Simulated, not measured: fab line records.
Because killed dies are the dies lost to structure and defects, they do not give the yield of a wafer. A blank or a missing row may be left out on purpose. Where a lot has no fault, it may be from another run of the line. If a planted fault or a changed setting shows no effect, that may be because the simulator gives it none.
One fault through the eyes of 2 desks | flow nand_harc | only its own numbers are on each desk; what lay behind them is given at the end

## FOR THE TOOL OWNER'S DESK: rie_diel-06
The tool's own readings at NHARC_A_CONTACT_ETCH_96 (etches the open film in C4F6/O2, target depth 20 nm, time 10 s): means of the sampled wafers that have a number, for each lot that ran on this tool. The brackets show how far a lot's mean lies from the usual mean; more than 4 standard deviations puts the lot out of limits, marked OUT.
Columns: A = c4f6_flow_sccm at NHARC_A_CONTACT_ETCH_96, usual 25.00 sccm; B = drypump_motor_current_A at NHARC_A_CONTACT_ETCH_96, usual 5.5 A; C = oes_product_au at NHARC_A_CONTACT_ETCH_96, usual 0.963 a.u.; D = rf_vpp_V at NHARC_A_CONTACT_ETCH_96, usual 548 V; E = showerhead_plenum_p_Torr at NHARC_A_CONTACT_ETCH_96, usual 3.98 Torr; F = throttle_valve_pct at NHARC_A_CONTACT_ETCH_96, usual 26.903 %
lot  | first seen here | A               | B   | C     | D   | E    | F
L894 | day 16 22:41    | 24.97           | 5.5 | 0.950 | 546 | 3.90 | 26.909
L896 | day 17 18:18    | 25.02           | 5.4 | 0.947 | 546 | 3.90 | 26.900
L898 | day 18 03:26    | 21.73 (-42) OUT | 5.7 | 0.955 | 548 | 4.01 | 26.783 (-12) OUT
Finding of this desk: L898 out of limits; the first was L898 at day 18 03:26, on c4f6_flow_sccm at NHARC_A_CONTACT_ETCH_96. L894, L896: within limits.

## METROLOGY DESK
What the gauges read, lot by lot, whatever tool the lot ran on: means of the sampled wafers that have a number. The brackets show how far a lot's mean lies from the usual mean; more than 4 standard deviations puts the lot out of limits, marked OUT.
Columns: A = cd_nm at NHARC_A_CONTACT_CD_MEAS_53, usual 189.3 nm
lot  | first seen here | A
L892 | day 16 19:43    | 189.4
L894 | day 16 22:46    | 188.5
L896 | day 17 18:23    | 188.7
L898 | day 18 03:31    | 189.9
L904 | day 19 09:23    | 189.4
L906 | day 20 12:34    | 188.9
L911 | day 20 16:52    | 189.1
L909 | day 21 04:26    | 189.7
L910 | day 21 08:49    | 189.2
L912 | day 21 17:43    | 189.5
L913 | day 21 22:08    | 190.0
L914 | day 22 06:22    | 189.8
This desk's finding: nothing out of limits on any of the 12 lots.

## TAKEN TOGETHER
The tool owner's desk had the chance to raise an alarm at day 18 03:26 on L898.
From the metrology desk's view, nothing was out of limits.
The metrology desk has L898 on record, within its limits.
The lots listed all ran NHARC_A_CONTACT_ETCH_96 on rie_diel-06.

## WHAT THE SIMULATOR HAD INSERTED
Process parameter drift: rie_diel-06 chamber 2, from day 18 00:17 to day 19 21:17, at NHARC_A_CONTACT_ETCH_96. From 25, the setting c4f6_flow_sccm moved by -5. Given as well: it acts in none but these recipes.
Lots struck among those shown: L898.
How many hours passed from the start of the fault until each desk's first out-of-limits reading: the tool owner's desk, 3.
